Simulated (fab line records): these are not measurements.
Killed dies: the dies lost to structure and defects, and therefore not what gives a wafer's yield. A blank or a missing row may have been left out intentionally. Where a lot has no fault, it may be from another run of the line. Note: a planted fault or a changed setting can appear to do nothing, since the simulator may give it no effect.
Problem report in the 8D (eight disciplines) form, filled by code / flow n5_finfet / the parts of the form that need people (team, actions taken, sign-off) are left out

== 1. WHAT WENT WRONG ==
Mean of spin_speed_rpm at N5_BEOL_M11_COAT_63: 1449.4 rpm across 6 wafers in 2 lots; on wafers with no fault it is 1499.8 rpm (standard deviation 1.1). Relative to the usual mean, that is a shift of -46 standard deviations.
The step: time 60 s, resist thk 100 nm.
The first sign was on wafer L347.1 at day 15 06:55, on litho_track-01. The record holds 12 wafers of 4 lots with a number at this step. Rule for "out", or "out of limits": more than 4 standard deviations from the usual mean. The rest of the wafers with a number are treated as sound.

== 2. WHAT IT IS AND WHAT IT IS NOT ==
question=which readings at this step | is=spin_speed_rpm | is not=-
question=which lots | is=L347, L348 | is not=L335, L350
question=which wafers of those lots | is=all that have a number | is not=-
question=read on which tools | is=litho_track-01 | is not=litho_track-02
question=when | is=from day 15 06:55 | is not=up to then (3 sound wafers); but 3 sound wafers of L350 came after

== 3. THE SUSPECTS, EACH WITH WHAT RULES IT OUT ==
Counting: a tool stays on the suspect list if, at a process step up to the reading, it processed all lots that are out and no sound lot following the first of them.
- litho_track-01 at N5_BEOL_M11_COAT_63 (time 60 s, resist thk 100 nm): kept. All lots that are out passed through it, beginning with L347 at day 15 06:55, and no sound lot followed; its final sound lot before that point was L335 at day 12 08:16. Its own readings are out on those wafers: spin_speed_rpm.
Left after counting: litho_track-01 at N5_BEOL_M11_COAT_63.

== 4. THE CAUSE (what the simulator had put in) ==
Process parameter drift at N5_BEOL_M11_COAT_63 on litho_track-01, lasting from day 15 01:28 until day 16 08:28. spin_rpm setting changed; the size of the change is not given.
After counting, this tool was the only one left.

== 5. THE CHAIN OF EFFECTS, in route order ==
One row per reading whose mean, taken over the struck wafers that have a number, lies over 3 standard deviations from the usual. Scope: only readings with a usual standard deviation given in the record; hours: median across lots of the time from each lot's start at the first step in this table that gives one to its start at this step; sigmas: change in usual standard deviations.
hours=0; step=N5_BEOL_M11_COAT_63; reading=spin_speed_rpm; usual=1499.8 rpm; on struck wafers=1449.4; change=-50.4; sigmas=-46
The process steps in it:
- N5_BEOL_M11_COAT_63: time 60 s, resist thk 100 nm.

== 6. HOW IT WOULD HAVE BEEN CAUGHT EARLIER ==
The fault began at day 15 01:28; the first out-of-limits reading in this record came at day 15 06:55, 5 hours later.
